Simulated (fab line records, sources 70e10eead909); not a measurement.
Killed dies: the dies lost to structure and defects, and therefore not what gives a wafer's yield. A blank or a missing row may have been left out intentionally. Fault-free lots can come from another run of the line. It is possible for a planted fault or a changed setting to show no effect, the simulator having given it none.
Chamber matching | flow nand harc | pecvd-02 running NHARC_THIN_TSV_DEP_43: 3 sister chambers
The step deposits SiO2, target thk 1328.5 nm. 16 wafers are shown with their chamber, then 8 later ones without.

== WAFERS WITH THEIR CHAMBER ==
wafer  | chamber | throttle valve pct (%) | flow sccm (sccm)
L539.1 | 0       | 16.5                   | 2652
L539.2 | 2       | 15.5                   | 2663
L539.5 | 2       | 15.3                   | 2660
L538.4 | 1       | 15.6                   | 2637
L538.5 | 2       | 15.8                   | 2655
L538.6 | 0       | 16.6                   | 2649
L543.3 | 0       | 16.3                   | 2644
L543.5 | 1       | 15.5                   | 2670
L543.6 | 2       | 15.6                   | 2655
L544.2 | 1       | 15.5                   | 2649
L544.4 | 1       | 15.4                   | 2655
L544.5 | 2       | 15.5                   | 2638
L541.2 | 0       | 16.5                   | 2644
L541.3 | 1       | 15.2                   | 2651
L541.4 | 0       | 16.4                   | 2650
L546.1 | 0       | 16.3                   | 2656

SIGNATURES, as means of the wafers listed above
reading            | chamber 0 | chamber 1 | chamber 2 | scatter within a chamber
throttle valve pct | 16.433    | 15.440    | 15.540    | 0.151
flow sccm          | 2649.17   | 2652.40   | 2654.20   | 8.99
Rule: distance of a wafer from a chamber = root of the sum over the readings of ((wafer's reading minus chamber's mean) / reading's scatter) squared. If the next closest chamber is less than 2 further off than the closest, the wafer can't be placed; otherwise it belongs to the closest. The scatter is the square root of a quotient: the sum, over the shown wafers, of each reading's squared deviation from its chamber's mean, divided by wafers minus chambers.

== WAFERS WITH NO CHAMBER GIVEN ==
wafer  | throttle valve pct (%) | flow sccm (sccm)
L546.4 | 16.0                   | 2659
L546.6 | 15.5                   | 2645
L548.1 | 15.6                   | 2652
L548.2 | 16.1                   | 2641
L548.4 | 16.2                   | 2638
L560.1 | 15.5                   | 2656
L560.2 | 15.6                   | 2643
L560.4 | 15.5                   | 2642

== THE CHAMBER EACH PASSED THROUGH ==
wafer  | from the rows above          | in truth
L546.4 | can't be placed: 0 or 2 or 1 | 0
L546.6 | can't be placed: 1 or 2      | 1
L548.1 | can't be placed: 2 or 1      | 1
L548.2 | can't be placed: 0 or 2      | 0
L548.4 | 0                            | 0
L560.1 | can't be placed: 2 or 1      | 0
L560.2 | can't be placed: 2 or 1      | 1
L560.4 | can't be placed: 1 or 2      | 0
Placed correctly: 1 of 8. From these rows, 7 cannot be placed; in 5 the true chamber is one of the candidates. 0 placed wrongly.
